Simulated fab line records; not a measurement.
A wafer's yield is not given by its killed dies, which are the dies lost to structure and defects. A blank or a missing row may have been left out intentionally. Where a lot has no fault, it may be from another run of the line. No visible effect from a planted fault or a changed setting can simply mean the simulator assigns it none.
A struck lot beside a sound one	flow n5Finfet	15 out of 1938 route steps
Sound: wafers L566.1, L566.2, L566.5. Wafers struck: L571.2, L571.3, L571.4. The cause comes at the end.
Order at every step that has rows: each side's tool, ch and its chambers, its first start. Under that, the readings that differ: sound wafers	struck wafers	difference of the means	sigmas: that difference in standard deviations of wafers without a fault.
alike: readings with means less than 2 such deviations apart, plus words and numbers identical on both sides. not compared: withheld readings, readings lacking a value on some wafer, bounds such as >300 that could conceal the same value, and numbers that have no deviation in the record and whose values overlap.
A row with sigmas, a row that says differs or no value, or rows on one side alone: a step with any of these is where the two part. When numbers do not overlap yet have no deviation, they are printed without sigmas and do not part them. Lack of a reading on every wafer of one side parts them only where that side has two or more wafers.

N5_FIN_SAQP_HM_DEP_03: deposits SiNx from SiH4/NH3/N2, target thk 38 nm, time 33.6 s.
  sound on pecvd-04 ch 0,1,2, day 3 03:38; struck on pecvd-02 ch 0,1,2, day 4 10:07
  alike: heaterPowerW, showerheadPlenumPTorr, throttleValvePct
N5_FIN_SAQP_THK_MEAS_05:
  sound on filmMetro-02, day 3 03:43; struck on filmMetro-01, day 4 10:13
  alike: thkNm
N5_FIN_SAQP_PECVD_47: deposits a-Si from SiH4/He, target thk 45 nm, time 36.3 s.
  sound on pecvd-04 ch 0,1,2, day 3 03:45; struck on pecvd-02 ch 0,1,2, day 4 10:14
  alike: heaterPowerW, showerheadPlenumPTorr, throttleValvePct
N5_FIN_SAQP_PECVD_48: deposits SiNx from SiH4/NH3/N2, target thk 25 nm, time 22.1 s.
  sound on pecvd-04 ch 0,1,2, day 3 03:47; struck on pecvd-02 ch 0,1,2, day 4 10:17
  alike: heaterPowerW, showerheadPlenumPTorr, throttleValvePct
N5_FIN_SAQP_PECVD_06: deposits a-Si from SiH4/He, target thk 60 nm, time 48.1 s.
  sound on pecvd-04 ch 0,1,2, day 3 03:50; struck on pecvd-02 ch 0,1,2, day 4 10:19
  alike: heaterPowerW, showerheadPlenumPTorr, throttleValvePct
N5_FIN_SAQP_THK_MEAS_07:
  sound on filmMetro-01, day 3 03:55; struck on filmMetro-01, day 4 10:26
  alike: thkNm
N5_FIN_SAQP_HM_DEP_72: deposits SiO2 from SiH4/N2O, target thk 12 nm, time 7.2 s.
  sound on pecvd-01 ch 0,1,2, day 3 03:58; struck on pecvd-02 ch 0,1, day 4 10:29
  alike: heaterPowerW, showerheadPlenumPTorr
then, 5 steps without rows for these wafers: N5_FIN_SAQP_COAT_49 (time 60 s, resist thk 100 nm); N5_FIN_SAQP_COAT_50 (time 60 s, resist thk 35 nm); N5_FIN_SAQP_COAT_10 (resist thk 90 nm); N5_FIN_SAQP_EBR_12; N5_FIN_SAQP_SOFTBAKE_11 (time 60 s).
N5_FIN_SAQP_EXPOSE_13: exposes mask FIN CORE, target cd 35.6 nm.
  sound on arfiScanner-03 ch 0, day 3 04:17; struck on arfiScanner-03 ch 0, day 4 10:50
reading	sound	struck	difference	sigmas
exposureDoseMJCm2	63.19 63.18 63.24	64.41 64.50 64.43	+1.24	+19
  alike: mask, focusOffsetNm
then, 1 step without rows for these wafers: N5_FIN_SAQP_PEB_14 (peb time 60 s).
N5_PASSIVATION_PROBE_49:
  the record holds rows for the sound wafers here (prober-01, day 13 06:38) but none for the struck ones

== WHERE THEY PART ==
Last at N5_PASSIVATION_PROBE_49 as far as this record goes, first at N5_FIN_SAQP_EXPOSE_13.

WHY: what had been put in by the simulator
Drift in process parameters on arfiScanner-03 at N5_FIN_SAQP_EXPOSE_13, starting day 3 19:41. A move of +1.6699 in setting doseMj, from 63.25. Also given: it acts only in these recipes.
